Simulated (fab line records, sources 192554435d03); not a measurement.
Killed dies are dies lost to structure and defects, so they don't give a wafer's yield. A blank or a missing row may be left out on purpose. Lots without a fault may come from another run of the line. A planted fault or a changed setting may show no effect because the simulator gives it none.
A struck lot beside a sound one | flow n5_finfet | 24 steps out of a route of 1938
Sound: wafers L744.2, L744.5, L744.6. Struck: wafer L746.1. (L746.4, L746.6 of the same lot were not struck and are left out.) The cause comes at the end.
At each step with rows: each side's tool, then ch and its chambers, then its first start. Under that, the readings that differ: sound wafers | struck wafers | difference of the means | sigmas: that difference in standard deviations of wafers without a fault.
alike: readings whose means differ by less than 2 such deviations, and words and numbers that are the same on both sides. not compared: withheld readings, readings that some wafer has no value for, bounds like >300 that may hide the same value, and numbers for which the record gives no deviation and whose values overlap.
The two part at a step that has a row with sigmas, a row that says differs or no value, or rows on one side only. Numbers that don't overlap but have no deviation are shown without sigmas and don't part them. A reading that every wafer of one side lacks parts them only if that side has two wafers or more.

first, 11 steps without rows for these wafers: N5_BEOL_M13_VIA_ETCH_16 (etches SiOC in C4F8/O2/Ar, target depth 921.7 nm); N5_BEOL_M13_STRIP_63 (strips in N2/H2); N5_BEOL_M13_STRIP_64 (strips in N2/H2); N5_BEOL_M13_STRIP_71 (strips in post etch residue remover, time 60 s); N5_BEOL_M13_SRD_72 (time 30 s, dry time 30 s); N5_BEOL_M13_COAT_65 (time 60 s, resist thk 350 nm); N5_BEOL_M13_COAT_66 (time 60 s, resist thk 110 nm); N5_BEOL_M13_COAT_22 (resist thk 300 nm); N5_BEOL_M13_EBR_24; N5_BEOL_M13_SOFTBAKE_23 (time 60 s); N5_BEOL_M13_EXPOSE_25 (exposes mask M13, target cd 210 nm).
N5_BEOL_M13_PEB_26: peb time 90 s.
  sound on litho_track-01 ch 0, day 15 06:34; struck on litho_track-02 ch 0, day 15 06:01
  alike: resist_line_temp_C
then, 2 steps without rows for these wafers: N5_BEOL_M13_DEVELOP_27 (develop time 45 s); N5_BEOL_M13_HARDBAKE_32 (time 120 s).
N5_BEOL_M13_CD_MEAS_28: target cd 209.5 nm.
  sound on cd_sem-03 ch 0, day 15 06:41; struck on cd_sem-02 ch 0, day 15 06:07
  reading    | sound             | struck | difference | sigmas
  cd_nm (nm) | 210.2 211.0 211.3 | 214.3  | +3.5       | +2
N5_BEOL_M13_DESCUM_33: chemistry O2, time 7.9 s.
  sound on rie_diel-03 ch 1,2, day 15 06:46; struck on rie_diel-04 ch 2, day 15 06:27
  reading                   | sound             | struck | difference | sigmas
  rf_fwd_power_W (W)        | 49.05 49.37 49.00 | 49.67  | +0.53      | +2
  model.BEOL_M13.cd_nm (nm) | 210.4 211.2 211.6 | 214.4  | +3.3       |
  alike: drypump_motor_current_A, oes_product_au, rf_vpp_V, showerhead_plenum_p_Torr, throttle_valve_pct
  not compared: rf_hours_counter_h
then, 6 steps without rows for these wafers: N5_BEOL_M13_ETCH_67 (etches SiARC in CF4, target depth 143 nm, time 238.3 s); N5_BEOL_M13_ETCH_68 (etches SOC in N2/H2, time 355 s); N5_BEOL_M13_STRIP_69 (strips in N2/H2); N5_BEOL_M13_TRENCH_ETCH_34 (etches SiOC in C4F8/O2/Ar, target depth 413.47 nm, time 162.6 s); N5_BEOL_M13_STRIP_70 (strips in C4F8/O2/Ar); N5_BEOL_M13_STRIP_37 (strips in N2/H2).
N5_BEOL_M13_ETCH_38: etches SiCN in CF4/N2, target depth 67.5 nm, time 71.9 s.
  sound on rie_diel-04 ch 1,2, day 15 09:08; struck on rie_diel-01 ch 3, day 15 08:41
  reading                   | sound         | struck | difference | sigmas
  model.BEOL_M13.cd_nm (nm) | 210 212 212.2 | 216.4  | +5.0       |
  alike: drypump_motor_current_A, n2_flow_sccm, oes_product_au, rf_fwd_power_W, rf_vpp_V, showerhead_plenum_p_Torr, throttle_valve_pct
  not compared: rf_hours_counter_h
then, 1 step without rows for these wafers: N5_BEOL_M13_PRECLEAN_39 (cleans in residue remover, time 60 s).

WHERE THEY PART
First at N5_BEOL_M13_CD_MEAS_28; last, within this record, at N5_BEOL_M13_DESCUM_33. Later steps at which nothing parts them and some readings are alike: N5_BEOL_M13_ETCH_38.

WHY: what the simulator had put in
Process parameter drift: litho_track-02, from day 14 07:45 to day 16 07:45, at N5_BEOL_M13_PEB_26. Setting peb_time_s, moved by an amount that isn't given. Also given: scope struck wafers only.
